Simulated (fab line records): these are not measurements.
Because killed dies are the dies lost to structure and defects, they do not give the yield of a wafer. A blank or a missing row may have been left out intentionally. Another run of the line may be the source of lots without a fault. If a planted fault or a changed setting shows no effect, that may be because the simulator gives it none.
A struck lot beside a sound one -- flow n5_finfet -- 26 out of 1938 route steps
Sound: these wafers, L257.2, L257.4, L257.6. Struck: wafers L275.4, L275.5, L275.6. Last of all comes the cause.
Per side, at each step with rows, come the tool, then ch with its chambers, and then its first start. Under that, the readings that differ: sound wafers -- struck wafers -- difference of the means -- sigmas: that difference in standard deviations of wafers without a fault.
alike: words and numbers the same on both sides, and readings whose means are apart by under 2 such deviations; not compared: readings that were withheld, readings missing a value for some wafer, numbers with overlapping values and no deviation given by the record, and bounds like >300 which may hide the same value.
The two part at a step that has a row with sigmas, a row that says differs or no value, or rows on one side only. When numbers do not overlap yet have no deviation, they are printed without sigmas and do not part them. A reading that every wafer of one side lacks parts them only if that side has two wafers or more.

N5_BEOL_M14_OVL_MEAS_11:
  sound on overlay-01 ch 0, day 10 14:40; struck on overlay-02 ch 0, day 15 10:50
  alike: V13_OVL
N5_BEOL_M14_INSPECT_12: inspects for defects (macro).
  sound on defect_inspect-01 at day 10 14:41; struck on defect_inspect-01 at day 15 10:52
  alike: raw_defect_count
N5_BEOL_M14_DESCUM_15: chemistry O2, time 7.9 s.
  sound on rie_diel-06 ch 0,1,3, day 10 14:48; struck on rie_diel-05 ch 1,2,3, day 15 10:59
  alike: bias_power_w, drypump_motor_current_A, oes_product_au, rf_vpp_V, showerhead_plenum_p_Torr, throttle_valve_pct
  not compared: rf_hours_counter_h
N5_BEOL_M14_ETCH_59: etches BARC in N2/H2, target depth 89 nm, overetch 26.7 nm, time 67.9 s.
  sound on rie_diel-06 ch 0,1,3, day 10 14:50; struck on rie_diel-05 ch 1,2,3, day 15 11:01
  alike: drypump_motor_current_A, oes_product_au, rf_vpp_V, showerhead_plenum_p_Torr, throttle_valve_pct
  not compared: rf_hours_counter_h
N5_BEOL_M14_VIA_ETCH_16: etches SiO2 in C4F8/O2/Ar, target depth 1231.3 nm.
  sound on rie_diel-06 ch 0,1,3, day 10 14:53; struck on rie_diel-05 ch 1,2,3, day 15 11:08
  alike: drypump_motor_current_A, he_outer_torr, oes_product_au, rf_vpp_V, showerhead_plenum_p_Torr, throttle_valve_pct
then, 1 step without rows for these wafers: N5_BEOL_M14_STRIP_63 (strips in O2).
N5_BEOL_M14_STRIP_64: strips in O2.
  sound on rie_diel-06 ch 0,1,3; struck on rie_diel-05 ch 1,2,3
  alike: drypump_motor_current_A, oes_product_au, rf_vpp_V, showerhead_plenum_p_Torr, throttle_valve_pct
  not compared: rf_hours_counter_h
then, 2 steps without rows for these wafers: N5_BEOL_M14_STRIP_71 (strips in post etch residue remover, time 60 s); N5_BEOL_M14_SRD_72 (time 30 s, dry time 30 s).
N5_BEOL_M14_CD_MEAS_17: the cd target is 250 nm.
  sound on cd_sem-02 at day 10 15:14; struck on cd_sem-01 at day 15 11:24
  alike: cd_nm
then, 2 steps without rows for these wafers: N5_BEOL_M14_COAT_65 (time 60 s, resist thk 450 nm); N5_BEOL_M14_COAT_66 (time 60 s, resist thk 110 nm).
N5_BEOL_M14_COAT_22: resist thk 300 nm.
  sound on litho_track-05 ch 0, day 10 15:17; struck on litho_track-03 ch 0, day 15 11:26
reading,sound,struck,difference,sigmas
spin_speed_rpm (rpm),2890.1 2891.5 2889.2,2290.1 2288.3 2289.3,-601.0,-99 or more
model.coat_of_BEOL_M14_COAT_22.thk_nm (nm),300.8 301.2 299.8,338 338 338.6,+38,
  alike: chill_plate_temp_C
then, 6 steps without rows for these wafers: N5_BEOL_M14_EBR_24; N5_BEOL_M14_SOFTBAKE_23 (time 60 s); N5_BEOL_M14_EXPOSE_25 (exposes mask M14, target cd 280 nm); N5_BEOL_M14_PEB_26 (peb time 90 s); N5_BEOL_M14_DEVELOP_27 (develop time 45 s); N5_BEOL_M14_HARDBAKE_32 (time 120 s).
N5_BEOL_M14_CD_MEAS_28: the cd target is 284.4 nm.
  sound on cd_sem-01 ch 0, day 10 15:34; struck on cd_sem-01 ch 0, day 15 11:51
  alike: cd_nm
N5_BEOL_M14_OVL_MEAS_29:
  sound on overlay-01 ch 0, day 10 15:35; struck on overlay-01 ch 0, day 15 11:53
  alike: M14_OVL
N5_BEOL_M14_INSPECT_30: inspects for defects (macro).
  sound on defect_inspect-02 at day 10 15:37; struck on defect_inspect-02 at day 15 11:54
  alike: raw_defect_count
N5_BEOL_M14_DESCUM_33: chemistry O2, time 7.9 s.
  sound on rie_diel-06 ch 1,2,3, day 10 15:43; struck on rie_diel-04 ch 0,1, day 15 12:02
  alike: bias_power_w, drypump_motor_current_A, oes_product_au, rf_vpp_V, showerhead_plenum_p_Torr, throttle_valve_pct
  not compared: rf_hours_counter_h
N5_BEOL_M14_ETCH_67: etches SiARC in CF4, target depth 143 nm, time 238.3 s.
  sound on rie_diel-06 ch 1,2,3, day 10 15:46; struck on rie_diel-04 ch 0,1, day 15 12:04
reading,sound,struck,difference,sigmas
model.coat_of_BEOL_M14_COAT_22.thk_nm (nm),212.2 212.6 211.4,249.2 248.8 249.8,+37.2,
  alike: drypump_motor_current_A, etch_rf_on_time_s, oes_product_au, rf_vpp_V, showerhead_plenum_p_Torr, throttle_valve_pct
  not compared: rf_hours_counter_h
then, 1 step without rows for these wafers: N5_BEOL_M14_ETCH_68 (etches SOC in N2/H2, time 450 s).
N5_PASSIVATION_PROBE_49:
  sound on prober-02 at day 12 02:58; struck on prober-01 at day 16 14:06
  alike: defect_limited_yield, killed_at_M0_to_M3, killed_at_M4_up, killed_at_contacts, killed_at_front_end, killed_at_other, killed_dies, killed_open, killed_short, sort_bin_4_leakage, sort_bin_5_function, sort_bin_6_memory, sort_n_pass, sort_yield_pct

## WHERE THEY PART
At N5_BEOL_M14_COAT_22 and nowhere else, as far as this record goes. Later steps at which nothing parts them and some readings are alike: N5_BEOL_M14_CD_MEAS_28, N5_BEOL_M14_OVL_MEAS_29, N5_BEOL_M14_INSPECT_30, N5_BEOL_M14_DESCUM_33, N5_BEOL_M14_ETCH_67, N5_PASSIVATION_PROBE_49.

WHY: whatever the simulator had introduced
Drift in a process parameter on litho_track-03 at N5_BEOL_M14_COAT_22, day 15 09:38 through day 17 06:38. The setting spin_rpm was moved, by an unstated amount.
